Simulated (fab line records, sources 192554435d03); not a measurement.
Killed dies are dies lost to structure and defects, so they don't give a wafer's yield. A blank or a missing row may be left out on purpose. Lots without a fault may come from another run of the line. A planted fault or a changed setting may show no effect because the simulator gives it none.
A struck lot beside a sound one | flow n5_finfet | 39 steps out of a route of 1938
Sound: wafers L271.1, L271.2, L271.6. Struck: wafers L285.1, L285.5. The cause comes at the end.
At each step with rows: each side's tool, then ch and its chambers, then its first start. Under that, the readings that differ: sound wafers | struck wafers | difference of the means | sigmas: that difference in standard deviations of wafers without a fault.
alike: readings whose means differ by less than 2 such deviations, and words and numbers that are the same on both sides. not compared: withheld readings, readings that some wafer has no value for, bounds like >300 that may hide the same value, and numbers for which the record gives no deviation and whose values overlap.
The two part at a step that has a row with sigmas, a row that says differs or no value, or rows on one side only. Numbers that don't overlap but have no deviation are shown without sigmas and don't part them. A reading that every wafer of one side lacks parts them only if that side has two wafers or more.

first, 10 steps without rows for these wafers: N5_DUMMY_REMOVAL_HM_STRIP_01 (strips SiNx in CH3F/O2, stops on poly-Si, target depth 4 nm, time 6.8 s); N5_DUMMY_REMOVAL_STRIP_10 (strips in N2/H2, time 40 s); N5_DUMMY_REMOVAL_PRECLEAN_07 (cleans in dHF, time 30 s); N5_DUMMY_REMOVAL_DUMMY_REMOVE_02 (chemistry TMAH, target poly-Si, stops on SiO2, target depth 142 nm, time 57 s, rinse time 30 s); N5_DUMMY_REMOVAL_PRECLEAN_08 (cleans in NF3:NH3, afs cycles 2, time 20 s, sublimation time 60 s); N5_DUMMY_REMOVAL_PRECLEAN_04 (cleans in DHF, time 37 s); N5_DUMMY_REMOVAL_SRD_05 (time 30 s); N5_HKMG_FIN_IL_REGROW_00 (material SiO2, chemistry O3, target thk 0.75 nm, time 30 s); N5_HKMG_FIN_HK_ALD_01 (deposits HfO2, target thk 1.6 nm, pulse time 3 s, purge time 3 s); N5_HKMG_FIN_HK_ANNEAL_02 (time 30 s).
N5_HKMG_FIN_ALD_74: deposits La2O3, target thk 0.5 nm, pulse time 6 s, co reactant pulse time 1 s.
  sound on ald_hk-01 ch 2,3, day 5 04:41; struck on ald_hk-03 ch 1,3, day 9 00:59
  alike: heater_power_outer_w, heater_power_w, precursor_pulse_height_rel
then, 26 steps without rows for these wafers: N5_HKMG_FIN_ALD_75 (deposits Al2O3, target thk 1 nm, co reactant pulse time 1 s); N5_HKMG_FIN_COAT_41 (time 60 s, resist thk 300 nm); N5_HKMG_FIN_COAT_42 (time 60 s, resist thk 35 nm); N5_HKMG_FIN_COAT_43 (resist thk 90 nm); N5_HKMG_FIN_EBR_45; N5_HKMG_FIN_SOFTBAKE_44 (time 60 s); N5_HKMG_FIN_EXPOSE_46 (exposes mask NDIPOLE); N5_HKMG_FIN_PEB_47 (peb time 60 s); N5_HKMG_FIN_DEVELOP_48 (develop time 30 s); N5_HKMG_FIN_DESCUM_53 (chemistry O2, time 7.9 s); N5_HKMG_FIN_ETCH_54 (etches SiARC in CF4, target depth 45.5 nm, time 75.8 s); N5_HKMG_FIN_ETCH_55 (etches SOC in N2/H2, target depth 240 nm, time 300 s); N5_HKMG_FIN_STRIP_56 (strips in N2/H2); N5_HKMG_FIN_STRIP_57 (strips in CF4); N5_HKMG_FIN_ETCH_58 (etches SOC in N2/H2, target depth 215.8 nm, time 741 s); N5_HKMG_FIN_STRIP_93 (strips SOC in N2/H2, time 20 s); N5_HKMG_FIN_WET_ETCH_76 (etches Al2O3 in dNH4OH, stops on La2O3, target depth 2.25 nm, rinse time 30 s); N5_HKMG_FIN_STRIP_60 (strips in N2/H2, time 360 s); N5_HKMG_FIN_WET_ETCH_77 (etches La2O3 in dHCl, stops on HfO2, target depth 2 nm); N5_HKMG_FIN_WET_ETCH_78 (etches Al2O3 in dNH4OH, stops on La2O3, target depth 4.5 nm, rinse time 30 s); N5_HKMG_FIN_ALD_79 (deposits TiN, target thk 1.5 nm, pulse time 1 s, purge time 3 s); N5_HKMG_FIN_CVD_62 (deposits a-Si from Si2H6, target thk 3 nm, time 20.8 s); N5_HKMG_FIN_RTA_80 (time 2 s); N5_HKMG_FIN_PRECLEAN_64 (cleans in dHF, time 30 s); N5_HKMG_FIN_WET_ETCH_65 (etches a-Si in TMAH, stops on TiN, time 49 s, target depth 3 nm); N5_HKMG_FIN_WET_ETCH_81 (etches TiN in SC1, stops on HfO2, time 57 s, target depth 6 nm).
-- the record jumps here: 4 days lie between the struck wafers' starts before and after (it left off in module HKMG_FIN and takes up again in module BEOL_M4, whose first step shown is number 1111 of the route) --
N5_BEOL_M4_RC_MEAS_101:
  sound on prober-02 ch 0, day 9 02:13; struck on prober-02 ch 0, day 12 17:49
  reading             | sound                     | struck            | difference | sigmas
  IOFF_P (nA/um)      | 0.20 0.17 0.21            | 0.59 0.68         | +0.44      | +12
  IOFF_P_85C (nA/um)  | 3.5 3.1 3.7               | 8.7 9.7           | +5.8       | +11
  IOFF_P_LIN (nA/um)  | 0.095 0.086 0.099         | 0.293 0.321       | +0.214     | +16
  IOFF_P_LONG (nA/um) | 0.000102 0.000108 9.9e-05 | 0.000265 0.000262 | +0.000160  | +22
  ION_P (uA/um)       | 459 459 462               | 516 518           | +57        | +7
  VT_N_LVT (mV)       | 93 97 92                  | 129 127           | +34        | +9
  VT_P (mV)           | -251 -253 -248            | -221 -220         | +30        | +9
  VT_P_LONG (mV)      | -277.6 -276.4 -277.6      | -243.8 -244.2     | +33.2      | +12
  alike: DIBL_N, DIBL_P, IOFF_N, ION_N, SS_N, SS_P, VT_N
-- the record jumps here: 4 days lie between the struck wafers' starts before and after (it left off in module BEOL_M4 and takes up again in module PASSIVATION, whose first step shown is number 1936 of the route) --
N5_PASSIVATION_PROBE_49:
  sound on prober-01, day 13 08:48; struck on prober-02, day 17 04:59
  reading                | sound          | struck      | difference | sigmas
  killed_at_M0_to_M3     | 51 33 43       | 18 12       | -27        | -3
  sort_bin_4_leakage (%) | 0 0 0          | 25.68 51.10 | +38.39     |
  sort_n_pass            | 1058 1079 1045 | 767 489     | -433       | -25
  sort_yield_pct (%)     | 89.7 91.4 88.6 | 65.0 41.4   | -36.7      | -24
  alike: defect_limited_yield, killed_at_M4_up, killed_at_contacts, killed_at_front_end, killed_at_other, killed_dies, killed_on_rim, killed_open, killed_short, sort_bin_5_function, sort_bin_6_memory

WHERE THEY PART
First at N5_BEOL_M4_RC_MEAS_101; last, within this record, at N5_PASSIVATION_PROBE_49.

WHY: what the simulator had put in
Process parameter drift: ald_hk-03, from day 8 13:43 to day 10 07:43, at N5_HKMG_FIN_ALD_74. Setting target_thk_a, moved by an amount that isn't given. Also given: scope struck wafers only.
